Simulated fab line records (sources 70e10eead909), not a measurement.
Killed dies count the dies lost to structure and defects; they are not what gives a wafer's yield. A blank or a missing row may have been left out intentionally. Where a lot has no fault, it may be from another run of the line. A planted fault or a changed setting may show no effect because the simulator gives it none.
A lot that was struck, set against a sound lot + flow nand harc + 41 out of 1302 route steps
Sound: these wafers, L377.2, L377.4, L377.6. Struck: wafer L391.4 (left out: L391.3, L391.6 of the same lot, which were not struck); the cause appears at the end.
Per side, at each step with rows, come the tool, then ch with its chambers, and then its first start. Under that, the readings that differ: sound wafers + struck wafers + difference of the means + sigmas: that difference in standard deviations of wafers without a fault.
alike: same words and numbers on both sides, and readings whose means sit less than 2 such deviations apart. not compared: any withheld reading, any reading some wafer has no value for, any bound like >300 that may hide the same value, and any number with overlapping values for which the record gives no deviation.
Wherever a step has rows on one side only, a row that says differs or no value, or a row with sigmas, the two part there. Numbers that have no deviation but don't overlap get no sigmas and don't part them. A reading that every wafer of one side lacks parts them only if that side has two wafers or more.

NHARC_P_M2_OVL_MEAS_10: pitch 340 nm.
  sound on overlay-01, day 7 22:01; struck on overlay-01, day 13 22:19
  alike: overlay x nm, overlay y nm
NHARC_P_M2_INSPECT_11:
  sound on defect inspect-01, day 7 22:03; struck on defect inspect-02, day 13 22:22
  alike: raw defect count
then, 2 steps without rows for these wafers: NHARC_P_M2_DESCUM_14 (chemistry O2, time 3 s); NHARC_P_M2_ETCH_35 (etches the open film in N2/H2, target depth 40 nm, overetch 12 nm, time 43.94 s).
NHARC_P_M2_ETCH_15: etches the open film in C4F8/Ar, target depth 182.5 nm, time 91.2 s.
  sound: rie diel-10 ch 1,3; struck: rie diel-13 ch 2
  alike: bias w, oes product au, rf vpp V
  not compared: rf hours counter h
NHARC_P_M2_CD_MEAS_16:
  sound on cd sem-03, day 7 22:25; struck on cd sem-01, day 13 22:44
  alike: cd nm
NHARC_P_M2_STRIP_18: strips in N2/H2.
  sound on rie diel-02 ch 0,2, day 7 22:31; struck on rie diel-02 ch 0, day 13 22:49
  alike: drypump motor current A, oes product au, rf vpp V, showerhead plenum p Torr, throttle valve pct
  not compared: rf hours counter h
then, 2 steps without rows for these wafers: NHARC_P_M2_ETCH_28 (etches the open film in CF4/N2, target depth 30 nm, time 72.99 s); NHARC_P_M2_STRIP_19 (strips in post etch residue remover, time 600 s).
NHARC_P_M2_DEGAS_29: time 60 s.
  sound on pvd sputter-01, day 7 23:09; struck on pvd sputter-01, day 13 23:28
  alike: heater power w
then, 2 steps without rows for these wafers: NHARC_P_M2_PRE_CLEAN_30 (time 30 s); NHARC_P_M2_PVD_20 (deposits TaN, target thk 5 nm, time 8.06 s).
NHARC_P_M2_PVD_21: deposits Cu, target thk 30 nm, time 20.49 s.
  sound on pvd sputter-01, day 7 23:22; struck on pvd sputter-01, day 13 23:41
| reading                | sound          | struck | difference | sigmas |
|------------------------|----------------|--------|------------|--------|
| throttle valve pct (%) | 29.9 31.0 30.9 | 32.4   | +1.8       | +2     |
  alike: cathode dc power W
then, 2 steps without rows for these wafers: NHARC_P_M2_ECD_22 (material Cu, target thk 400 nm); NHARC_P_M2_ANNEAL_31 (time 90 s).
NHARC_P_M2_CMP_23: polishes, t overpolish 20 s, target thk 144.3 nm.
  sound on cmp-03 ch 0,1,3, day 8 00:16; struck on cmp-02 ch 2, day 14 00:34
  alike: motor current A, time to endpoint s
following that, these wafers have no rows for 1 step: NHARC_P_M2_SRD_25.
NHARC_P_M2_INSPECT_27:
  sound on defect inspect-01, day 8 00:43; struck on defect inspect-01, day 14 01:06
  alike: raw defect count
then, 1 step without rows for these wafers: NHARC_P_M2_PRE_CLEAN_32 (time 12 s).
NHARC_P_M2_DEP_33: deposits SiCN, target thk 30 nm.
  sound on pecvd-01 ch 0,1,2, day 8 00:57; struck on pecvd-04 ch 0, day 14 01:15
  alike: heater power w
then, 2 steps without rows for these wafers: NHARC_P_BONDPAD_DEP_00 (deposits SiCN, target thk 250 nm); NHARC_P_BONDPAD_CMP_32 (polishes SiCN, target thk 200 nm).
NHARC_P_BONDPAD_THK_MEAS_33: measures by ellipsometry.
  rows exist in the record for the sound wafers here (film metro-02, day 8 01:56), none for the struck ones
then, 10 steps without rows for these wafers: NHARC_P_BONDPAD_SRD_34; NHARC_P_BONDPAD_DEHYDRATE_01 (time 120 s); NHARC_P_BONDPAD_HMDS_02 (time 30 s); NHARC_P_BONDPAD_COAT_36 (time 65 s); NHARC_P_BONDPAD_COAT_03 (resist thk 600 nm); NHARC_P_BONDPAD_SOFTBAKE_04 (time 70 s); NHARC_P_BONDPAD_EBR_05; NHARC_P_BONDPAD_EXPOSE_06 (exposes mask P BPAD); NHARC_P_BONDPAD_PEB_07 (peb time 80 s); NHARC_P_BONDPAD_DEVELOP_08 (time 50 s).
NHARC_P_BONDPAD_CD_MEAS_09: the cd target is 500 nm.
  the record has rows for the sound wafers here (cd sem-02 ch 0, day 8 02:23) and none for the struck ones
NHARC_P_BONDPAD_OVL_MEAS_38:
  rows exist in the record for the sound wafers here (overlay-01, day 8 02:28), none for the struck ones
then, 4 steps without rows for these wafers: NHARC_P_BONDPAD_HARDBAKE_10 (time 65 s); NHARC_P_BONDPAD_DESCUM_11 (chemistry O2, time 3 s); NHARC_P_BONDPAD_ETCH_37 (etches the open film in N2/H2, target depth 60 nm, overetch 18 nm, time 65.91 s); NHARC_P_BONDPAD_ETCH_12 (etches the open film in CHF3/O2, target depth 200 nm, time 100 s).
NHARC_P_BONDPAD_CD_MEAS_13:
  rows exist in the record for the sound wafers here (cd sem-01, day 8 02:55), none for the struck ones
-- record jumps: 18 days between struck wafers' starts before vs after; left off in module P_BONDPAD, resumes in module END, first step shown is number 1302 of the route --
NHARC_END_SORT_01:
  the record has rows for the struck wafers here (prober-02 ch 0, day 32 05:56) and none for the sound ones

## WHERE THEY PART
First at NHARC_P_M2_PVD_21; last, within this record, at NHARC_END_SORT_01.

WHY: what the simulator had put in
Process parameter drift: pvd sputter-01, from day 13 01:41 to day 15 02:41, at NHARC_P_M2_PVD_21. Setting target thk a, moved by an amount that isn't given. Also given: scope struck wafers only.
